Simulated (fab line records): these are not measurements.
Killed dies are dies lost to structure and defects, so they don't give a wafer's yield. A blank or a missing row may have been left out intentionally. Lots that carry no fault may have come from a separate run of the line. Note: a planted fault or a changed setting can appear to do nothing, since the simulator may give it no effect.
fab line records    flow n5_finfet
record: lots: 9  wafers: 27  last_day: 19
route steps=1938 shown BEOL_M2@864 BEOL_M4@1111 PASSIVATION@1936
lots that met no fault: taken from a fault-free run of the same line
start_h: start of the lot's first displayed wafer, in hours after the record's first day    wait_h: time in hours since the lot's previous step    " unchanged from the row above    L1.1+2: several wafers, shown together as one row    - value missing, or start not given    * or withheld: withheld    < > ~ a bound
route shown NAME@n: NAME is a module with steps in the file, n the number in the route of the first one    usual: mean/standard deviation of fault-free wafers    same: alike in all rows    chamber/n: place in a boat    sites: readings site by site    _std_site: standard deviation across them    _edge_site: mean of outer sites minus mean of inner sites    radius_mm: how far each site lies from the wafer's centre    mask NAME#n: copy n    behind: tool/chamber where the wafer was last shaped    hold: reason for holding the lot/hours on hold/outcome of the hold    device: the n, p or np transistor that did not switch    end of line: tests of these same wafers at the route's end    where a step has no rows: the recipe by itself    killed: not the wafer's yield, but the dies lost to structure and defects at the first sort    map: a wafer's dies, x killed, . not, _ none there
set.NAME: the setting that was run; set.NAME@STEP: the one run at that earlier step    model.NAME: the simulator's own value behind a step, which no gauge read
a sample of lots followed through the steps of the route, with each step as a table and each wafer as a row
services: a tool's chamber out of use, with start hour (start_h, from the record's first day; less than 0 if before it), hours out, and reason
== steps ==
step: N5_BEOL_M2_HM_OPEN_17
recipe: chemistry: Cl2/BCl3  target_depth_a: 200  overetch_a: 60  target: TiN  mask_material: SOC  ion_energy_ev: 150  pressure_mtorr: 10  icp_w: 1000  bias_w: 126  Cl2_flow_sccm: 53.25  bcl3_flow_sccm: 21.75  Ar_flow_sccm: 25
usual: bias_w: 126.0/0.38  drypump_motor_current_A: 6.0/0.31  mfc_ar_sccm: 25.00/0.074  oes_ar_750_au: 0.76/0.078  oes_product_au: 0.65/0.07  throttle_valve_pct: 22.20/0.24
lot.wafer  tool          chamber  start_h  wait_h  bias_w  drypump_motor_current_A  mfc_ar_sccm  oes_ar_750_au  oes_product_au  rf_hours_counter_h  throttle_valve_pct
L571.1     rie_metal-03  0        151.34   0.0     126.1   6.3                      25.05        0.86           0.73            21                  22.08
L571.4     "             1        "        "       126.4   6.0                      24.82        0.64           0.54            -                   22.22
L571.6     "             1        "        "       126.9   6.0                      24.87        0.64           0.54            -                   22.22
L575.2     rie_metal-03  0        155.90   0.0     126.5   6.3                      25.07        0.85           0.73            22                  22.11
L575.3     "             1        "        "       125.8   6.0                      25.04        0.64           0.54            -                   22.22
L575.6     "             0        "        "       126.6   6.3                      25.11        0.85           0.73            -                   22.11
L579.1     rie_metal-01  1        195.46   0.0     125.9   6.1                      24.96        0.76           0.65            41                  22.61
L579.3     "             0        "        "       125.0   5.9                      24.94        0.77           0.66            -                   22.02
L579.4     "             1        "        "       126.3   6.0                      24.97        0.76           0.65            -                   22.61
L582.1     rie_metal-01  1        221.65   0.0     126.4   6.0                      24.95        0.76           0.64            42                  22.60
L582.4     "             0        "        "       126.5   5.9                      25.01        0.77           0.65            -                   22.02
L582.6     "             1        "        "       126.3   6.0                      24.94        0.75           0.65            -                   22.60
L586.2     rie_metal-01  0        237.17   0.0     125.9   5.9                      24.91        0.76           0.65            46                  22.04
L586.3     "             1        "        "       126.3   6.0                      25.06        0.75           0.64            -                   22.61
L586.5     "             1        "        "       126.3   6.0                      25.03        0.75           0.64            -                   22.59
L589.1     rie_metal-03  1        244.37   0.0     126.0   6.0                      24.98        0.62           0.53            117                 22.25
L589.2     "             0        "        "       126.4   6.2                      25.00        0.83           0.70            30                  22.14
L589.4     "             1        "        "       125.3   6.0                      24.99        0.63           0.53            -                   22.25
L591.1     rie_metal-01  0        251.05   0.0     125.7   5.9                      25.05        0.76           0.66            47                  21.99
L591.3     "             0        "        "       126.2   6.0                      25.09        0.76           0.65            -                   22.01
L591.4     "             1        "        "       125.8   6.0                      25.07        0.75           0.65            -                   22.60
L593.2     rie_metal-01  0        281.65   0.0     126.4   5.9                      25.05        0.75           0.65            49                  22.02
L593.5     "             1        "        "       126.9   6.0                      25.05        0.75           0.65            -                   22.60
L593.6     "             0        "        "       126.4   5.8                      25.00        0.76           0.65            -                   22.01
L594.1     rie_metal-02  1        282.13   0.0     126.3   5.0                      25.02        0.80           0.72            19                  21.73
L594.5     "             1        "        "       126.1   5.0                      25.05        0.80           0.71            -                   21.76
L594.6     "             0        "        "       126.2   5.9                      25.00        0.82           0.70            -                   22.28
step: N5_BEOL_M2_CD_MEAS_18
recipe: pitch_nm: 36  target_cd_nm: 18
usual: cd_nm: 17.9/0.33
lot.wafer  tool       chamber  start_h  wait_h  cd_nm
L571.1     cd_sem-01  -        151.52   0.0     17.8
L571.4     "          -        "        "       18.0
L571.6     "          -        "        "       18.2
L575.2     cd_sem-01  -        156.08   0.1     17.5
L575.3     "          -        "        "       17.5
L575.6     "          -        "        "       18.2
L579.1     cd_sem-02  -        195.64   0.0     17.2
L579.3     "          -        "        "       17.2
L579.4     "          -        "        "       17.2
L582.1     cd_sem-02  -        221.83   0.0     17.9
L582.4     "          -        "        "       17.4
L582.6     "          -        "        "       17.9
L586.2     cd_sem-01  -        237.36   0.1     17.5
L586.3     "          -        "        "       17.4
L586.5     "          -        "        "       17.2
L589.1     cd_sem-03  -        244.56   0.0     18.1
L589.2     "          -        "        "       18.0
L589.4     "          -        "        "       18.6
L591.1     cd_sem-02  -        251.23   0.0     17.8
L591.3     "          -        "        "       17.8
L591.4     "          -        "        "       18.1
L593.2     cd_sem-01  -        281.83   0.1     17.7
L593.5     "          -        "        "       18.3
L593.6     "          -        "        "       18.0
L594.1     cd_sem-02  -        282.31   0.0     18.1
L594.5     "          -        "        "       18.2
L594.6     "          -        "        "       17.8
step: N5_BEOL_M2_ALD_98
recipe: material: SiO2  target_thk_a: 25  temp_c: 100  ald_precursor_family: BDEAS  ald_co_reactant: O2-plasma  pulse_time_s: 1  co_reactant_pulse_time_s: 1  purge_time_s: 2  co_reactant_purge_time_s: 2  ald_cycles: 17  pressure_torr: 2
usual: ald_cycles: 17/0  heater_power_w: 77/7.5  precursor_pulse_height_rel: 1.000/0.02  susceptor_temp_C: 99.99/0.13
lot.wafer  tool        chamber  start_h  wait_h  ald_cycles  heater_power_w  precursor_pulse_height_rel  susceptor_temp_C
L571.1     ald_sin-01  0        152.68   0.1     17          67              0.984                       99.93
L571.4     "           3        "        "       17          69              0.998                       99.99
L571.6     "           2        "        "       17          80              0.974                       99.83
L575.2     ald_sin-03  1        156.67   0.1     17          74              0.981                       100.02
L575.3     "           0        "        "       17          86              0.996                       100.02
L575.6     "           2        "        "       17          78              1.005                       100.13
L579.1     ald_sin-03  2        196.26   0.1     17          77              1.017                       99.97
L579.3     "           0        "        "       17          84              1.015                       100.18
L579.4     "           1        "        "       5           75              0.977                       -
L582.1     ald_sin-03  0        222.53   0.1     17          86              1.018                       99.92
L582.4     "           3        "        "       5           84              1.021                       -
L582.6     "           3        "        "       17          84              0.948                       100.06
L586.2     ald_sin-04  2        238.06   0.2     17          82              0.992                       99.99
L586.3     "           1        "        "       17          64              1.010                       100.01
L586.5     "           0        "        "       17          73              1.048                       99.96
L589.1     ald_sin-04  2        245.26   0.1     17          83              0.992                       100.00
L589.2     "           3        "        "       17          86              1.016                       100.20
L589.4     "           0        "        "       17          72              0.983                       99.82
L591.1     ald_sin-01  1        252.01   0.1     17          89              1.002                       100.16
L591.3     "           0        "        "       17          70              0.982                       99.87
L591.4     "           3        "        "       17          69              0.979                       100.04
L593.2     ald_sin-03  0        282.43   0.1     17          79              1.003                       100.05
L593.5     "           1        "        "       17          75              1.011                       100.26
L593.6     "           0        "        "       17          80              1.041                       99.88
L594.1     ald_sin-04  2        283.39   0.4     17          82              0.976                       100.15
L594.5     "           3        "        "       17          85              1.002                       99.93
L594.6     "           0        "        "       17          71              1.047                       100.12
step: N5_BEOL_M2_ETCH_41
recipe: chemistry: CH3F/O2  target: SiCN  target_depth_a: 299  taper_deg: 2  time_s: 52.5  ion_energy_ev: 120  mask_material: TiN  pressure_mtorr: 30  source_w: 395  bias_w: 75  Ar_flow_sccm: 150  CH3F_flow_sccm: 30  O2_flow_sccm: 20
usual: bias_w: 74.98/0.22  drypump_motor_current_A: 5.8/0.46  mfc_ar_sccm: 150.0/0.45  oes_product_au: 0.81/0.074  rf_vpp_V: 297.1/1.6  showerhead_plenum_p_Torr: 1.99/0.07  throttle_valve_pct: 16.28/0.21
lot.wafer  tool         chamber  start_h  wait_h  bias_w  drypump_motor_current_A  mfc_ar_sccm  oes_product_au  rf_hours_counter_h  rf_vpp_V  showerhead_plenum_p_Torr  throttle_valve_pct
L571.1     rie_diel-03  1        -        -       74.94   6.5                      149.6        0.86            35                  298.4     2.04                      16.07
L571.4     "            2        "        "       74.71   6.7                      149.9        0.85            51                  297.8     2.04                      16.45
L571.6     "            2        "        "       75.01   6.7                      150.4        0.85            -                   297.9     2.04                      16.44
L575.2     rie_diel-05  1        -        -       75.38   6.2                      149.8        0.96            12                  296.3     1.97                      16.11
L575.3     "            2        "        "       75.14   5.6                      150.0        0.76            185                 299.5     2.07                      16.43
L575.6     "            2        "        "       75.12   5.6                      150.6        0.76            -                   298.2     2.07                      16.41
L579.1     rie_diel-01  0        -        -       74.97   6.2                      149.7        0.75            154                 296.2     1.91                      16.45
L579.3     "            3        "        "       75.16   5.1                      149.6        0.73            174                 294.9     1.82                      16.15
L579.4     "            2        "        "       74.91   5.4                      150.5        0.69            215                 299.5     2.06                      16.50
L582.1     rie_diel-05  3        -        -       75.01   5.5                      149.9        0.87            27                  295.4     1.97                      15.97
L582.4     "            1        "        "       75.22   6.2                      150.7        0.88            41                  295.1     1.96                      16.16
L582.6     "            1        "        "       75.16   6.2                      150.2        0.88            -                   298.0     1.96                      16.16
L586.2     rie_diel-05  0        -        -       74.64   5.4                      149.8        0.81            79                  297.6     2.04                      16.29
L586.3     "            2        "        "       75.07   5.6                      150.8        0.74            216                 299.3     2.06                      16.47
L586.5     "            3        "        "       74.53   5.5                      149.5        0.88            -                   296.3     1.96                      15.98
L589.1     rie_diel-01  2        -        -       75.16   5.4                      150.5        0.69            234                 298.1     2.06                      16.53
L589.2     "            1        "        "       74.92   6.4                      150.3        0.79            81                  296.8     1.94                      15.98
L589.4     "            0        "        "       74.97   6.2                      150.2        0.74            174                 296.2     1.91                      16.49
L591.1     rie_diel-01  1        -        -       74.99   6.5                      150.1        0.80            82                  296.5     1.94                      15.97
L591.3     "            3        "        "       74.58   5.1                      150.0        0.73            196                 292.7     1.82                      16.20
L591.4     "            0        "        "       74.93   6.2                      150.4        0.73            175                 296.0     1.91                      16.48
L593.2     rie_diel-01  2        -        -       75.07   5.4                      150.0        0.68            237                 299.1     2.06                      16.54
L593.5     "            1        "        "       75.01   6.5                      150.1        0.80            -                   296.0     1.94                      15.97
L593.6     "            0        "        "       75.08   6.2                      149.9        0.74            -                   295.5     1.91                      16.50
L594.1     rie_diel-03  1        -        -       74.72   6.4                      151.0        0.82            74                  298.1     2.03                      16.14
L594.5     "            0        "        "       74.95   6.0                      149.3        0.79            -                   294.4     1.93                      16.39
L594.6     "            3        "        "       74.76   5.6                      150.0        0.93            -                   298.7     2.05                      16.45
step: N5_BEOL_M4_RC_MEAS_101
usual: DIBL_N: 36.0/1.7  DIBL_P: 36.2/1.9  IOFF_N: 0.154/0.028  IOFF_P: 0.21/0.036  ION_N: 675/11  ION_P: 463/8.3  SS_N: 71.4/0.63  SS_P: 73.2/0.55  VT_N: 250.2/3  VT_P: -251/3.7
lot.wafer  tool       chamber  start_h  wait_h  DIBL_N[mV/V]  DIBL_P[mV/V]  IOFF_N[nA/um]  IOFF_P[nA/um]  ION_N[uA/um]  ION_P[uA/um]  SS_N[mV/dec]  SS_P[mV/dec]  VT_N[mV]  VT_P[mV]
L571.1     prober-02  0        192.80   0.0     37.5          37.4          0.178          0.29           673           469           71.7          73.6          248.0     -242
L571.4     "          0        "        "       34.2          33.4          0.133          0.23           672           475           70.0          73.3          251.1     -245
L571.6     "          0        "        "       36.4          35.8          0.157          0.26           666           468           71.2          73.5          253.0     -243
L575.2     prober-02  0        239.69   0.2     37.7          38.6          0.180          0.23           685           477           71.5          73.7          249.5     -247
L575.3     "          0        "        "       38.0          38.8          0.185          0.23           679           467           72.4          73.4          246.9     -248
L575.6     "          0        "        "       34.4          34.9          0.128          0.17           671           462           71.1          72.3          252.7     -250
L579.1     prober-01  0        276.31   0.0     32.5          32.9          0.102          0.15           657           452           70.8          71.7          255.7     -254
L579.3     "          0        "        "       35.8          37.7          0.158          0.21           673           465           71.1          73.0          249.3     -248
L579.4     "          0        "        "       33.1          34.8          0.113          0.17           662           463           70.6          72.3          252.1     -254
L582.1     prober-01  0        297.52   0.0     38.1          39.2          0.194          0.22           699           468           71.7          73.8          248.7     -251
L582.4     "          0        "        "       36.0          36.2          0.148          0.17           669           449           71.4          73.2          251.7     -256
L582.6     "          0        "        "       37.3          37.9          0.170          0.20           677           454           71.6          73.6          249.3     -255
L586.2     prober-02  0        310.04   0.2     35.8          34.7          0.133          0.21           668           463           70.8          73.0          252.7     -247
L586.3     "          0        "        "       36.9          37.0          0.160          0.25           669           465           71.2          73.9          245.8     -246
L586.5     "          0        "        "       35.5          34.6          0.142          0.22           665           466           70.7          72.5          247.8     -248
L589.1     prober-02  0        339.42   0.0     37.2          37.0          0.177          0.23           681           468           71.8          73.7          250.5     -249
L589.2     "          0        "        "       39.3          38.5          0.221          0.26           682           466           72.9          73.6          246.6     -246
L589.4     "          0        "        "       36.8          36.7          0.175          0.24           687           474           70.9          74.0          247.1     -248
L591.1     prober-01  0        342.37   0.0     35.8          35.9          0.150          0.18           663           453           71.1          72.5          251.4     -251
L591.3     "          0        "        "       36.0          36.7          0.158          0.20           665           462           71.2          72.8          247.5     -249
L591.4     "          0        "        "       39.1          38.8          0.214          0.23           697           468           71.9          73.2          244.7     -251
L593.2     prober-01  0        344.31   0.2     36.7          35.6          0.158          0.24           666           465           71.5          73.4          252.7     -247
L593.5     "          0        "        "       37.2          37.2          0.174          0.26           677           471           71.2          73.7          247.7     -243
L593.6     "          0        "        "       36.0          34.8          0.164          0.23           686           477           71.5          73.0          248.4     -247
L594.1     prober-02  0        347.04   0.0     36.1          36.9          0.145          0.21           660           455           71.4          73.0          253.2     -253
L594.5     "          0        "        "       35.9          34.8          0.148          0.19           662           456           71.4          72.7          252.0     -252
L594.6     "          0        "        "       37.9          39.6          0.192          0.25           697           471           72.3          73.9          247.7     -249
step: N5_PASSIVATION_PROBE_49
usual: defect_limited_yield: 90.9/1.4  killed_at_M0_to_M3: 38/11  killed_at_M4_up: 13/5.9  killed_at_contacts: 14/6.4  killed_at_front_end: 38/11  killed_at_other: 3.3/2.5  killed_dies: 107/16  killed_open: 70/12  killed_short: 35/7.7  sort_bin_5_function: 5.3/0.94  sort_bin_6_memory: 3.5/0.7  sort_bin_8_speed: 0.00/0.007  sort_n_pass: 1073/16  sort_yield_pct: 90.9/1.4
same: gross_dies: 1180  killed_at_back_side: 0  sort_bin_4_leakage[%]: 0
lot.wafer  tool       chamber  start_h  wait_h  defect_limited_yield[%]  killed_at_M0_to_M3  killed_at_M4_up  killed_at_contacts  killed_at_front_end  killed_at_other  killed_dies  killed_open  killed_short  sort_bin_5_function[%]  sort_bin_6_memory[%]  sort_bin_8_speed[%]  sort_n_pass  sort_yield_pct[%]
L575.2     prober-02  -        341.61   0.1     93.1                     30                  11               11                  29                   0                81           59           18            3.0                     3.6                   0                    1099         93.1
L575.3     prober-02  -        341.66   0.1     91.4                     33                  18               14                  36                   1                102          65           32            4.7                     3.7                   0                    1078         91.4
L575.6     prober-02  -        341.81   0.3     91.7                     29                  14               10                  44                   1                98           60           32            4.8                     3.0                   0                    1082         91.7
L582.4     prober-01  -        407.18   0.2     90.1                     55                  18               14                  29                   1                117          80           37            6.4                     3.4                   0                    1063         90.1
L582.6     prober-01  -        407.28   0.3     90.0                     45                  20               18                  31                   4                118          82           36            5.9                     3.6                   0                    1062         90.0
killed by level:class
L575.2 MOL_CONTACT_COAG:geometric_particle:open=11 BEOL_M2:geometric_particle:open=7 BEOL_M3:geometric_particle:open=7 FIN_SAQP:geometric_particle:short=6 STI_FIN_REVEAL:geometric_particle:open=6 BEOL_M0_SAQP:geometric_particle:short=6 BEOL_M0_SAQP:geometric_particle:open=5 BEOL_M0:geometric_particle:open=4
L575.3 MOL_CONTACT_COAG:geometric_particle:open=13 FIN_SAQP:geometric_particle:short=10 BEOL_M2:geometric_particle:open=10 FIN_SAQP:geometric_particle:open=9 BEOL_M3:geometric_particle:open=6 BEOL_M2:geometric_particle:short=5 BEOL_M4:geometric_particle:open=5 BEOL_M0_SAQP:geometric_particle:short=4
L575.6 FIN_SAQP:geometric_particle:short=9 MOL_CONTACT_COAG:geometric_particle:open=8 STI_FIN_REVEAL:geometric_particle:open=7 FIN_SAQP:geometric_particle:open=6 BEOL_M3:geometric_particle:open=6 BEOL_M5:geometric_particle:open=6 BEOL_M0:geometric_particle:open=5 BEOL_M5:geometric_particle:short=4
L582.4 MOL_CONTACT_COAG:geometric_particle:open=12 BEOL_M0:geometric_particle:open=12 BEOL_M4:geometric_particle:open=12 BEOL_M3:geometric_particle:open=11 BEOL_M0_SAQP:geometric_particle:open=10 GATE_CUT:geometric_particle:short=8 BEOL_M0_SAQP:geometric_particle:short=7 BEOL_M2:geometric_particle:open=7
L582.6 MOL_CONTACT_COAG:geometric_particle:open=14 FIN_SAQP:geometric_particle:short=12 BEOL_M2:geometric_particle:open=9 BEOL_M3:geometric_particle:open=9 FIN_SAQP:geometric_particle:open=8 BEOL_M0_SAQP:geometric_particle:open=7 BEOL_M0:geometric_particle:open=6 BEOL_M4:geometric_particle:open=6
== services ==
tool          chamber  start_h  hours  kind
ald_sin-01    1        127.63   3.0    repair
rie_diel-05   3        134.83   -      clean
rie_diel-05   3        134.83   -      consumable_replace:focus_ring
rie_diel-05   3        134.83   29.9   scheduled_down
rie_diel-05   3        134.83   29.9   vent_cycle
rie_diel-03   2        157.49   2.7    repair
ald_sin-03    3        193.74   3.0    repair
rie_diel-03   3        227.88   -      clean
rie_diel-05   2        229.83   7.1    repair
ald_sin-01    -        244.06   1.3    repair
ald_sin-03    -        268.43   14.0   pm
ald_sin-03    0        268.43   14.0   vent_cycle
ald_sin-03    1        268.43   14.0   vent_cycle
ald_sin-03    2        268.43   14.0   vent_cycle
ald_sin-03    3        268.43   14.0   vent_cycle
ald_sin-04    -        270.20   6.0    pm
ald_sin-01    2        276.38   17.0   repair
rie_metal-03  1        278.13   -      clean
rie_metal-03  1        278.13   20.0   scheduled_down
rie_metal-03  1        278.13   20.0   vent_cycle
ald_sin-03    0        282.43   -      clean
ald_sin-03    1        282.43   -      clean
ald_sin-03    2        282.43   -      clean
ald_sin-03    3        282.43   -      clean
== key ==
first_sign: step: N5_BEOL_M2_ALD_98  reading: ald_cycles  direction: down  sigmas: 99+  usual: *  struck: *
effect none on later readings
met_at N5_BEOL_M2_ALD_98
struck_lots L579,L582
struck_wafers L579.4,L582.4
not_acting_at N5_BEOL_M2_HM_OPEN_17,N5_BEOL_M2_CD_MEAS_18,N5_BEOL_M2_ETCH_41
onset_between 156.67 196.26
fault: kind: process_parameter_drift  tool: ald_sin-03  chamber: -  onset_h: 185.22  steps: N5_BEOL_M2_ALD_98  channel: ald_cycles  offset: *  shape: step  end_h: 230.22  scope: struck_wafers_only  acts_in: *  stated: *
